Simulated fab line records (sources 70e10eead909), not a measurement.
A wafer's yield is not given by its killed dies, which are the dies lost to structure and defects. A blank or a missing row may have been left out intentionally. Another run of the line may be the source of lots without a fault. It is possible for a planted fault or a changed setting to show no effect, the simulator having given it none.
The tool behind it: which one? ; flow nand_harc ; 39 wafers from 13 lots sampled at 5 of the route's 1159 steps

WHAT THE GAUGES READ, wafer by wafer
NHARC_P_BONDPAD_CD_MEAS_13.
lot;measured;on;cd_nm (nm)
L562;day 6 20:40;cd_sem-02;498.7 498.1 496.8
L563;day 6 20:48;cd_sem-03;495.5 500.7 499.2
L561;day 6 20:52;cd_sem-03;502.6 501.6 499.9
L564;day 7 06:17;cd_sem-01;500.7 500.6 499.0
L566;day 7 13:53;cd_sem-02;501.0 501.0 499.2
L567;day 7 20:55;cd_sem-01;502.0 499.9 502.2
L568;day 8 07:09;cd_sem-01;498.3 499.5 498.6
L573;day 9 13:53;cd_sem-01;497.2 498.9 497.8
L572;day 9 17:00;cd_sem-03;500.5 497.8 496.9
L580;day 11 01:55;cd_sem-01;502.5 503.7 500.2
L581;day 11 05:14;cd_sem-02;501.0 500.2 501.1
L583;day 11 20:52;cd_sem-03;497.7 500.1 500.0
L584;day 11 23:59;cd_sem-01;499.6 499.8 502.2

NHARC_A_ONON_D1_THK_MEAS_08: measures by ellipsometry.
lot;measured;on;thk_nm (nm)
L562;day 7 23:45;film_metro-02;1001 1002 1000
L563;day 7 23:39;film_metro-02;998 1000 1000
L561;day 7 23:35;film_metro-01;1018 1020 1019
L564;day 8 09:44;film_metro-02;1010 1010 1009
L566;day 8 17:37;film_metro-02;988 987 988
L567;day 9 03:24;film_metro-01;1006 1003 1002
L568;day 9 11:02;film_metro-01;998 1001 996
L573;day 10 17:32;film_metro-02;1014 1015 1012
L572;day 10 17:31;film_metro-01;989 988 986
L580;day 12 07:40;film_metro-02;1016 1018 1016
L581;day 12 08:00;film_metro-02;984 984 986
L583;day 13 02:07;film_metro-01;992 994 995
L584;day 13 02:04;film_metro-01;996 995 995

NHARC_A_ONON_D1_THK_MEAS_24: measures by ellipsometry.
lot;measured;on;thk_nm (nm)
L562;day 8 10:05;film_metro-02;1000 997 999
L563;day 8 10:13;film_metro-01;1002 1002 1003
L561;day 8 09:57;film_metro-01;995 997 996
L564;day 8 20:07;film_metro-02;992 994 993
L566;day 9 04:07;film_metro-02;1003 1004 1004
L567;day 9 13:14;film_metro-02;995 993 993
L568;day 9 21:02;film_metro-02;1008 1009 1010
L573;day 11 11:58;film_metro-02;1009 1010 1009
L572;day 11 12:11;film_metro-02;1001 1003 1150
L580;day 12 19:40;film_metro-02;1011 1014 1014
L581;day 12 19:52;film_metro-02;1029 1029 1029
L583;day 13 11:28;film_metro-02;992 994 994
L584;day 13 11:28;film_metro-01;1006 1007 1007

WHAT TOOL EACH LOT RAN ON (gives the tool, then ch and the chambers of the sampled wafers, and finally the start)
lot;NHARC_P_BONDPAD_PVD_27;NHARC_A_ONON_D1_DEP_22
L562;pvd_sputter-02, day 7 23:45 or earlier;pecvd_onon-03 ch 0, day 8 09:34
L563;pvd_sputter-03, day 7 23:39 or earlier;pecvd_onon-02 ch 0, day 8 09:46
L561;pvd_sputter-02, day 7 23:35 or earlier;pecvd_onon-01 ch 0, day 8 09:26
L564;pvd_sputter-03, day 8 09:44 or earlier;pecvd_onon-03 ch 0, day 8 19:40
L566;pvd_sputter-02, day 8 17:37 or earlier;pecvd_onon-02 ch 0, day 9 03:43
L567;pvd_sputter-02, day 9 03:24 or earlier;pecvd_onon-03 ch 0, day 9 12:47
L568;pvd_sputter-01, day 9 11:02 or earlier;pecvd_onon-01 ch 0, day 9 20:35
L573;pvd_sputter-01, day 10 17:32 or earlier;pecvd_onon-03 ch 0, day 11 11:28
L572;pvd_sputter-01, day 10 17:31 or earlier;pecvd_onon-02 ch 0, day 11 11:47
L580;pvd_sputter-02, day 12 07:40 or earlier;pecvd_onon-01 ch 0, day 12 19:09
L581;pvd_sputter-01, day 12 08:00 or earlier;pecvd_onon-03 ch 0, day 12 19:21
L583;pvd_sputter-02, day 13 02:07 or earlier;pecvd_onon-03 ch 0, day 13 10:58
L584;pvd_sputter-02, day 13 02:04 or earlier;pecvd_onon-01 ch 0, day 13 11:01
- NHARC_P_BONDPAD_PVD_27: deposits Cu, target thk 30 nm, time 20.49 s.
- NHARC_A_ONON_D1_DEP_22: target thk 1000 nm.

AS READ BY THE TOOLS THEMSELVES (means over the sampled wafers that have a number; for cases with no such wafer, the mark the record gives instead)
NHARC_P_BONDPAD_PVD_27.
lot;tool;throttle_valve_pct (%)
L562;pvd_sputter-02;30.7
L563;pvd_sputter-03;29.7
L561;pvd_sputter-02;30.7
L564;pvd_sputter-03;29.7
L566;pvd_sputter-02;30.7
L567;pvd_sputter-02;30.6
L568;pvd_sputter-01;30.0
L573;pvd_sputter-01;30.4
L572;pvd_sputter-01;30.9
L580;pvd_sputter-02;30.1
L581;pvd_sputter-01;30.0
L583;pvd_sputter-02;30.3
L584;pvd_sputter-02;29.9

NHARC_A_ONON_D1_DEP_22.
lot;tool;nh3_flow_sccm (sccm)
L562;pecvd_onon-03;498.2
L563;pecvd_onon-02;499.9
L561;pecvd_onon-01;497.1
L564;pecvd_onon-03;499.7
L566;pecvd_onon-02;501.2
L567;pecvd_onon-03;500.8
L568;pecvd_onon-01;501.4
L573;pecvd_onon-03;498.6
L572;pecvd_onon-02;498.9
L580;pecvd_onon-01;498.9
L581;pecvd_onon-03;500.6
L583;pecvd_onon-03;500.0
L584;pecvd_onon-01;497.6

THE ANSWER, worked out from the rows above alone
Rule: usual is defined by the lots themselves. Put in order of their means at a reading, lots are off if they are a third of the lots or fewer, leave a main group of 4 or more, and stand apart from it by a gap of 3 or more times the standard deviation of the main group's means; of several such gaps the widest counts. A main group whose means are all the same, to the digits that the tables above print for the reading, isn't used. Also off: a lot with no number at a reading for which 4 or more lots have one. Where the step has rows for the other lots, those lots are counted as sound. Order of review: gauges by route order, followed by the tools' own readings, for which a lot's mean as printed above is used. The first step at which some lot is off is used, and at that step the reading that is off furthest; a lot without a number counts as furthest.
Nothing can be told from this: no lot is off at any reading shown.

WHAT WAS PUT IN BY THE SIMULATOR
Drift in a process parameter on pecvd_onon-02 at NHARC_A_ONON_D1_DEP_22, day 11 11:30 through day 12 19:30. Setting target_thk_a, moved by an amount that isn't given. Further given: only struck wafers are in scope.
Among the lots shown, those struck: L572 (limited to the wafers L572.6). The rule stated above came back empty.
